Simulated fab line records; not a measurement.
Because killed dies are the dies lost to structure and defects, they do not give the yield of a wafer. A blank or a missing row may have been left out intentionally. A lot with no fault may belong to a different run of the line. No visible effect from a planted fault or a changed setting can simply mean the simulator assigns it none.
What tool caused it? | flow n5Finfet | 32 wafers from 12 lots sampled at 3 of the route's 1938 steps

## WHAT EACH GAUGE READ, for each wafer
N5_PMOS_HMC_CHANNEL_EPI_CD_MEAS_09: the cd target is 237.4 nm. Usual: cdNm at 238.3 nm, with a standard deviation of 1.
lot  | measured    | on       | cdNm (nm)         | flag
L679 | day 1 16:53 | cdSem-03 | 240.4 238.2 238.7 | 
L682 | day 2 11:45 | cdSem-03 | 238.6 239.4 239.6 | 
L683 | day 2 17:16 | cdSem-01 | 237.9 238.5       | 
L684 | day 2 23:26 | cdSem-01 | 238.5 238.8       | 
L685 | day 3 04:59 | cdSem-01 | 235.7 236.5       | 
L687 | day 3 17:55 | cdSem-02 | 237.3 237.8 236.3 | 
L690 | day 4 11:26 | cdSem-01 | 237.9 237.2 239.3 | 
L691 | day 4 17:02 | cdSem-03 | 239.3 238.6       | 
L692 | day 4 23:13 | cdSem-03 | 237.1 237.8 237.9 | 
L693 | day 5 05:52 | cdSem-03 | 245.0 242.5 243.2 | OFF
L695 | day 5 17:13 | cdSem-02 | 244.6 244.9 244.2 | OFF
L698 | day 6 11:22 | cdSem-02 | 242.8 243.6 243.2 | OFF

## EACH LOT AND THE TOOL THAT RAN IT (in order: tool; ch and the chambers of the sampled wafers; start)
lot  | N5_WELL_APT_DESCUM_30            | N5_PMOS_HMC_CHANNEL_EPI_PEB_07
L679 | rieDiel-04 ch 1,2, day 1 14:53   | lithoTrack-03 ch 0, day 1 16:49
L682 | rieDiel-01 ch 0,2,3, day 2 09:33 | lithoTrack-03 ch 0, day 2 11:41
L683 | rieDiel-02 ch 1,2, day 2 15:09   | lithoTrack-05 ch 0, day 2 17:11
L684 | rieDiel-01 ch 1,3, day 2 21:29   | lithoTrack-03 ch 0, day 2 23:22
L685 | rieDiel-01 ch 0,2, day 3 02:53   | lithoTrack-05 ch 0, day 3 04:55
L687 | rieDiel-04 ch 1,2,3, day 3 15:53 | lithoTrack-05 ch 0, day 3 17:50
L690 | rieDiel-02 ch 2,3, day 4 09:08   | lithoTrack-05 ch 0, day 4 11:22
L691 | rieDiel-04 ch 0,1, day 4 15:04   | lithoTrack-05 ch 0, day 4 16:58
L692 | rieDiel-04 ch 0,2, day 4 21:07   | lithoTrack-05 ch 0, day 4 23:10
L693 | rieDiel-04 ch 0,1,2, day 5 03:19 | lithoTrack-05 ch 0, day 5 05:47
L695 | rieDiel-04 ch 0,1,3, day 5 15:04 | lithoTrack-05 ch 0, day 5 17:09
L698 | rieDiel-01 ch 0,2, day 6 09:20   | lithoTrack-05 ch 0, day 6 11:17
- N5_WELL_APT_DESCUM_30: chemistry O2, time 7.9 s.
- N5_PMOS_HMC_CHANNEL_EPI_PEB_07: peb time 60 s.

## AS READ BY THE TOOLS THEMSELVES (means over the sampled wafers that have a number; for cases with no such wafer, the mark the record gives instead)
N5_WELL_APT_DESCUM_30. Usual: drypumpMotorCurrentA 5.6 A, standard deviation 0.41; oesProductAu 0.79 a.u., standard deviation 0.056; rfVppV 243.1 V, standard deviation 1.4; showerheadPlenumPTorr 2.09 Torr, standard deviation 0.065; throttleValvePct 20.43 %, standard deviation 0.21.
lot  | tool       | drypumpMotorCurrentA (A) | oesProductAu (a.u.) | rfVppV (V) | showerheadPlenumPTorr (Torr) | throttleValvePct (%) | flag
L679 | rieDiel-04 | 5.1                      | 0.78                | 244.4      | 2.15                         | 20.62                | 
L682 | rieDiel-01 | 5.7                      | 0.82                | 242.1      | 2.07                         | 20.47                | 
L683 | rieDiel-02 | 5.5                      | 0.82                | 243.7      | 2.15                         | 20.16                | 
L684 | rieDiel-01 | 5.7                      | 0.81                | 242.8      | 2.04                         | 20.37                | 
L685 | rieDiel-01 | 5.9                      | 0.82                | 242.8      | 2.09                         | 20.41                | 
L687 | rieDiel-04 | 5.4                      | 0.76                | 243.9      | 2.16                         | 20.53                | 
L690 | rieDiel-02 | 5.2                      | 0.88                | 244.0      | 2.17                         | 20.45                | 
L691 | rieDiel-04 | 5.7                      | 0.76                | 242.9      | 2.07                         | 20.48                | 
L692 | rieDiel-04 | 5.3                      | 0.71                | 242.6      | 2.04                         | 20.56                | 
L693 | rieDiel-04 | 5.3                      | 0.74                | 243.3      | 2.09                         | 20.57                | 
L695 | rieDiel-04 | 5.6                      | 0.75                | 242.7      | 2.10                         | 20.45                | 
L698 | rieDiel-01 | 6.0                      | 0.78                | 242.9      | 2.07                         | 20.51                | 

## THE ANSWER, worked out from the rows above alone
Rule: lot off if the mean of its wafers having a number is beyond 3 standard deviations from the usual mean. Also off: a lot with no number at a reading for which 4 or more lots have one. Where the step has rows for the other lots, those lots are counted as sound. The gauges are gone through in route order, then the tools' own readings, and for those a lot's mean is taken as printed above. The first step at which some lot is off is used, and at that step the reading that is off furthest; a lot without a number counts as furthest.
Off, at N5_PMOS_HMC_CHANNEL_EPI_CD_MEAS_09 on cdNm: L693, L695, L698.
A tool fits if, at a process step before that reading, it ran every lot that is off, and no sound lot after the first of them. Those tools and the gauges at N5_PMOS_HMC_CHANNEL_EPI_CD_MEAS_09 are tried in the same way. One fits: lithoTrack-05 at N5_PMOS_HMC_CHANNEL_EPI_PEB_07. Its last sound lot is L692 (day 4 23:10), its first lot that is off L693 (day 5 05:47): a fault that began between those two fits.

## WHAT THE SIMULATOR HAD INSERTED
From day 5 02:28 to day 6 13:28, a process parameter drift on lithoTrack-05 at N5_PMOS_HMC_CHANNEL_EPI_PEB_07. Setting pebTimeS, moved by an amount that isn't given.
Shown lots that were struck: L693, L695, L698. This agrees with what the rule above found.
